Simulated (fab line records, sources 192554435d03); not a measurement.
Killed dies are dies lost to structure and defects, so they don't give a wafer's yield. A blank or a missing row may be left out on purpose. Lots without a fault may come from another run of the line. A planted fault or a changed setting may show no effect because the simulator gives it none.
fab line records | flow n5_finfet
record lots=4 wafers=11 last_day=15
route steps=1938 shown BEOL_M15@1819 PASS1_DEP@1831 MIM_BOT@1832 MIM_TOP@1834 MIM_TOP_LITHO@1839 MIM_TOP_ETCH@1851 MIM_BOT_LITHO@1854 MIM_BOT_ETCH@1868
lots that met no fault: from a run of the same line without faults
start_h: hours from the record's first day to the start of the lot's first wafer shown | wait_h: hours since the lot's step before | " the same as in the row above | L1.1+2: a row that stands for several wafers | - no value, or no start given | * or withheld: withheld | < > ~ a bound
route shown NAME@n: a module of which the file shows steps, and the number in the route of the first | usual: mean/standard deviation of fault-free wafers | same: alike in all rows | chamber/n: place in a boat | sites: the reading at each site | _std_site: their standard deviation | _edge_site: outer sites' mean less inner sites' | radius_mm: how far each site lies from the wafer's centre | mask NAME#n: copy n | behind: the tool/chamber that last shaped the wafer | hold: why the lot was held/for how many hours/how that ended | device: the transistor (n, p or np) that didn't switch | end of line: the same wafers' tests at the end of the route | a step without rows: its recipe alone | killed: dies lost to structure and defects at the first sort, not the wafer's yield | map: a wafer's dies, x killed, . not, _ none there
set.NAME: the setting as run; set.NAME@STEP: as run at that earlier step | model.NAME: the simulator's own value behind a step, which no gauge read
lots at some steps of the route; a table a step, a row a wafer
services: from which hour (start_h, from the record's first day; less than 0 if before it) a tool's chamber was out of use, for how many hours, and why
## steps
# step N5_BEOL_M15_SPUTTER_43
# recipe material=TaN target_thk_a=150 temp_c=50 bias_v=168.6 power_w=15000 chamber_pressure_pa=0.12 time_s=24.19
# step N5_BEOL_M15_SPUTTER_44
# recipe material=Ta target_thk_a=150 temp_c=50 bias_v=80 power_w=15000 chamber_pressure_pa=0.07 time_s=24.19
# step N5_BEOL_M15_SPUTTER_45
# recipe material=Cu target_thk_a=1000 temp_c=-20 bias_v=60 power_w=26000 chamber_pressure_pa=0.13 time_s=16.67
# step N5_BEOL_M15_ECD_47
# recipe material=Cu target_thk_a=18600
# step N5_BEOL_M15_ANNEAL_48
# recipe temp_c=225 time_s=90 ambient=N2
# step N5_BEOL_M15_CMP_49
# recipe stop_on=SiO2 t_overpolish_s=4.9 down_force_psi=2 platen_rpm=80 clearing_platen_down_force_psi=2 clearing_platen_rpm=80 post_cmp_clean=cu_alkaline target_thk_nm=850 clearing_platen_pad_velocity_m_s=1.5917 pad_velocity_m_s=1.5917
# step N5_BEOL_M15_PRE_CLEAN_52
# recipe gas=NH3 time_s=15 temp_c=withheld rf_power_w=300
# step N5_BEOL_M15_DEP_53
# recipe material=SiCN target_thk_a=500 temp_c=withheld precursor=3MS/NH3 pressure_torr=3 rf_w=675 time_s=17.8
# step N5_PASSIVATION_PECVD_00
# recipe material=SiO2 target_thk_a=2000 temp_c=400 precursor=SiH4/N2O pressure_torr=2.7 rf_w=608 time_s=11.2
# usual heater_power_w=652/96 showerhead_plenum_p_Torr=8.14/0.094 throttle_valve_pct=49.9/2.7
# columns lot.wafer tool chamber start_h wait_h heater_power_w showerhead_plenum_p_Torr since_wet_clean_h throttle_valve_pct model.SiO2_of_PASSIVATION_PECVD_00.thk_nm
L799.1 pecvd-01 1 289.96 0.8 611 8.05 1719 52.8 195.2
L799.2 " 2 " " 602 8.19 240 45.8 195
L799.3 " 0 " " 758 8.19 994 49.9 195.8
L804.1 pecvd-01 1 333.46 0.8 588 8.09 1762 52.8 198.4
L804.4 " 0 " " 871 8.20 - 50.5 213.2
L804.5 " 2 " " 607 8.16 - 46.1 203.4
L808.2 pecvd-02 2 334.48 0.7 632 8.10 647 51.2 198.8
L808.3 " 1 " " 641 8.15 2126 55.8 202.2
L808.5 " 1 " " 643 8.17 - 55.8 202.8
L812.4 pecvd-01 1 344.90 0.4 596 8.05 - 52.9 213.2
L812.5 " 2 " " 571 8.18 - 45.8 199.6
# step N5_MIM_BOT_DEGAS_01
# recipe ambient=vacuum temp_c=300 time_s=60
# step N5_MIM_BOT_SPUTTER_00
# recipe material=TiN target_thk_a=350 temp_c=200 power_w=3000 chamber_pressure_pa=0.49996 gas=Ar reactive_partial_pa=0.37997 time_s=89.7
# step N5_MIM_TOP_ALD_00
# recipe material=Al2O3 target_thk_a=* temp_c=withheld ald_precursor_family=TMA ald_co_reactant=O3 pulse_time_s=withheld purge_time_s=3 co_reactant_purge_time_s=withheld co_reactant_pulse_time_s=3 ald_cycles=withheld
# step N5_MIM_TOP_ALD_01
# recipe material=HfO2 target_thk_a=56 temp_c=withheld ald_precursor_family=Hf-amide ald_co_reactant=O3 pulse_time_s=1 purge_time_s=3 co_reactant_purge_time_s=2 co_reactant_pulse_time_s=3 ald_cycles=62
# step N5_MIM_TOP_ALD_02
# recipe material=Al2O3 target_thk_a=* temp_c=withheld ald_precursor_family=TMA ald_co_reactant=O3 pulse_time_s=withheld purge_time_s=3 co_reactant_purge_time_s=withheld co_reactant_pulse_time_s=3 ald_cycles=withheld
# step N5_MIM_TOP_DEGAS_04
# recipe ambient=vacuum temp_c=300 time_s=60
# step N5_MIM_TOP_SPUTTER_03
# recipe material=TiN target_thk_a=350 temp_c=200 power_w=3000 chamber_pressure_pa=0.49996 gas=Ar reactive_partial_pa=0.37997 time_s=89.7
# step N5_MIM_TOP_LITHO_HMDS_01
# recipe time_s=60 temp_c=120
# step N5_MIM_TOP_LITHO_COAT_02
# recipe spin_rpm=* resist_thk_nm=*
# step N5_MIM_TOP_LITHO_EBR_04
# recipe solvent=PGMEA ebr_width_mm=1.5
# step N5_MIM_TOP_LITHO_SOFTBAKE_03
# recipe temp_c=100 time_s=90
# step N5_MIM_TOP_LITHO_EXPOSE_05
# recipe mask_id=MIM_TOP na=0.55 source_shape=conventional sigma_outer=0.8 polarization=unpolarized target_cd_nm=2000 dose_mj=20.5
# step N5_MIM_TOP_LITHO_PEB_06
# recipe peb_temp_c=withheld peb_time_s=*
# step N5_MIM_TOP_LITHO_DEVELOP_07
# recipe develop_time_s=60 rinse_liquid=diw dry=air_spin dev_temp_c=21
# step N5_MIM_TOP_LITHO_HARDBAKE_09
# recipe temp_c=130 time_s=120
# step N5_MIM_TOP_LITHO_DESCUM_10
# recipe chemistry=O2 time_s=7.9 source_power_w=50 bias_power_w=20 pressure_mtorr=20 rf_frequency_hz=2.712e+07 temp_c=40 o2_flow_sccm=225
# step N5_MIM_TOP_ETCH_ETCH_00
# recipe chemistry=Cl2/BCl3 target=TiN target_depth_a=385 ion_energy_ev=150 pressure_mtorr=10 icp_w=1000 bias_w=126 Cl2_flow_sccm=53.25 bcl3_flow_sccm=21.75 Ar_flow_sccm=25
# step N5_MIM_TOP_ETCH_STRIP_01
# recipe chemistry=O2 power_w=600 temp_c=60 pressure_mtorr=30 rf_frequency_hz=6e+07 bias_power_w=0 overash_fraction=0.5 o2_flow_sccm=225
# step N5_MIM_TOP_ETCH_PECVD_03
# recipe material=SiNx target_thk_a=200 temp_c=400 precursor=SiH4/NH3/N2 pressure_torr=1.5 rf_w=300 time_s=17.6
# step N5_MIM_BOT_LITHO_HMDS_01
# recipe time_s=60 temp_c=120
# step N5_MIM_BOT_LITHO_COAT_02
# recipe spin_rpm=* resist_thk_nm=*
# step N5_MIM_BOT_LITHO_EBR_04
# recipe solvent=PGMEA ebr_width_mm=1.5
# step N5_MIM_BOT_LITHO_SOFTBAKE_03
# recipe temp_c=100 time_s=90
# step N5_MIM_BOT_LITHO_EXPOSE_05
# recipe mask_id=MIM_BOT na=0.55 source_shape=conventional sigma_outer=0.8 polarization=unpolarized dose_mj=24.25
# step N5_MIM_BOT_LITHO_PEB_06
# recipe peb_temp_c=withheld peb_time_s=*
# step N5_MIM_BOT_LITHO_DEVELOP_07
# recipe develop_time_s=60 rinse_liquid=diw dry=air_spin dev_temp_c=21
# step N5_MIM_BOT_ETCH_ETCH_00
# recipe chemistry=Cl2/BCl3 target=TiN target_depth_a=455 ion_energy_ev=150 pressure_mtorr=10 icp_w=1000 bias_w=126 Cl2_flow_sccm=53.25 bcl3_flow_sccm=21.75 Ar_flow_sccm=25
# usual drypump_motor_current_A=5.5/0.44 he_backside_leak_sccm=3.42/0.23 oes_product_au=0.77/0.084 throttle_valve_pct=21.95/0.096
# columns lot.wafer tool chamber start_h wait_h drypump_motor_current_A he_backside_leak_sccm oes_product_au rf_hours_counter_h throttle_valve_pct model.SiO2_of_PASSIVATION_PECVD_00.thk_nm
L799.1 rie_metal-01 0 294.00 0.1 5.4 3.06 0.87 21 21.93 192.8
L799.2 " 1 " " 6.5 3.12 0.71 71 22.07 192.4
L799.3 " 0 " " 5.4 3.13 0.87 - 21.93 193.2
L804.1 rie_metal-03 0 337.56 0.1 5.0 3.61 0.66 91 22.06 195.8
L804.4 " 0 " " 5.0 3.58 0.66 - 22.04 210.6
L804.5 " 0 " " 5.0 3.74 0.66 - 22.05 200.8
L808.2 rie_metal-02 1 337.90 0.1 5.5 3.20 0.86 17 21.78 196.2
L808.3 " 1 " " 5.5 3.30 0.86 - 21.78 199.6
L808.5 " 0 " " 5.5 3.74 0.73 - 22.00 200.2
L812.4 rie_metal-02 0 347.50 0.1 5.6 3.36 0.72 - 21.98 210.6
L812.5 " 1 " " 5.5 3.21 0.84 - 21.80 197.2
## services
# columns tool chamber start_h hours kind
rie_metal-01 1 274.34 2.2 repair
pecvd-02 1 288.34 2.1 scheduled_down
pecvd-01 1 309.99 16.9 repair
pecvd-02 - 310.81 0.5 repair
## key
first_sign none at tools or gauges
model_effect step=N5_PASSIVATION_PECVD_00 value=SiO2_of_PASSIVATION_PECVD_00.thk_nm without=199 struck=213.2
model_effect step=N5_MIM_BOT_ETCH_ETCH_00 value=SiO2_of_PASSIVATION_PECVD_00.thk_nm without=196.4 struck=210.6
met_at N5_PASSIVATION_PECVD_00
struck_wafers L804.4,L812.4
onset_between 289.96 333.46
fault kind=process_parameter_drift tool=pecvd-01 chamber=- onset_h=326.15 steps=N5_PASSIVATION_PECVD_00 channel=time_s offset=* shape=step end_h=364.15 scope=struck_wafers_only acts_in=* stated=*
